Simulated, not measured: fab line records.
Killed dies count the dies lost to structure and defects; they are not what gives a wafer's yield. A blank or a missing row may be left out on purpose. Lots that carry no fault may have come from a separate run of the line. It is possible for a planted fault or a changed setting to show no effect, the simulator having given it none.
Chamber matching / flow nandHarc / pecvd-03 running NHARC_A_M1_DEP_33: 3 sister chambers
The step deposits SiCN, target thk 30 nm. 3 wafers are shown with their chamber, then 7 later ones without.

WAFERS PAIRED WITH THEIR CHAMBERS
wafer=L087.2; chamber=1; heaterPowerW (W)=674
wafer=L089.1; chamber=2; heaterPowerW (W)=587
wafer=L089.3; chamber=0; heaterPowerW (W)=412

WAFERS WHOSE CHAMBER IS MISSING
wafer=L089.4; heaterPowerW (W)=420
wafer=L091.1; heaterPowerW (W)=583
wafer=L091.3; heaterPowerW (W)=430
wafer=L091.4; heaterPowerW (W)=677
wafer=L095.1; heaterPowerW (W)=562
wafer=L095.4; heaterPowerW (W)=562
wafer=L095.5; heaterPowerW (W)=441

WHICH CHAMBER EACH ONE RAN IN
wafer=L089.4; from the rows above=0; in truth=0
wafer=L091.1; from the rows above=2; in truth=2
wafer=L091.3; from the rows above=0; in truth=0
wafer=L091.4; from the rows above=1; in truth=1
wafer=L095.1; from the rows above=2; in truth=2
wafer=L095.4; from the rows above=2; in truth=2
wafer=L095.5; from the rows above=0; in truth=0
Correct placement for 7 of the 7. Number that these rows cannot place: 0. 0 placed wrongly.
How it was worked out, from the rows above alone: a wafer's distance from a chamber is the root of the sum, over the readings, of the square of ((its reading less the chamber's mean) divided by the reading's scatter). The wafer belongs to the nearest chamber; if the next one is less than 2 further off, it can't be placed. A chamber's mean is the mean of its shown wafers. The scatter: with one shown wafer a chamber, the root of the mean of the squares of how far each hidden wafer lies from its nearest shown one.
